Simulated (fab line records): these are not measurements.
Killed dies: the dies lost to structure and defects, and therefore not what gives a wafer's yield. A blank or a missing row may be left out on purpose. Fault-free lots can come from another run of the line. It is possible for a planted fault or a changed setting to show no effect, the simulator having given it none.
Chamber matching | flow nand_harc | cmp-03 running NHARC_P_M1_CMP_23: 4 sister chambers
The step polishes, t overpolish 20 s, target thk 157.82 nm. 4 wafers are shown with their chamber, then 8 later ones without.

WAFERS WITH THEIR CHAMBER
wafer  | chamber | motor_current_A (A)
L088.1 | 3       | 12.1
L088.2 | 0       | 15.4
L089.5 | 1       | 14.3
L090.1 | 2       | 11.8

WAFERS WITHOUT THEIR CHAMBER
wafer  | motor_current_A (A)
L090.3 | 12.9
L090.5 | 11.6
L091.4 | 12.1
L091.5 | 11.3
L091.6 | 12.9
L093.1 | 14.1
L093.3 | 15.8
L093.4 | 11.9

EACH ONE'S CHAMBER
wafer  | from the rows above          | in truth
L090.3 | can't be placed: 3 or 2 or 1 | 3
L090.5 | can't be placed: 2 or 3      | 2
L091.4 | can't be placed: 3 or 2      | 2
L091.5 | can't be placed: 2 or 3      | 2
L091.6 | can't be placed: 3 or 2 or 1 | 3
L093.1 | 1                            | 1
L093.3 | 0                            | 0
L093.4 | can't be placed: 2 or 3      | 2
2 of 8 placed correctly. Can't be placed from these rows: 6 (the true chamber is among the candidates in 6). Placed wrongly: 0.
How it was worked out, from the rows above alone: a wafer's distance from a chamber is the root of the sum, over the readings, of the square of ((its reading less the chamber's mean) divided by the reading's scatter). If the next closest chamber is less than 2 further off than the closest, the wafer can't be placed; otherwise it belongs to the closest. For every chamber, the mean is computed from those of its wafers that are shown. The scatter (one wafer shown for each chamber): square how far every hidden wafer sits from the nearest shown wafer, average those squares and take the square root.
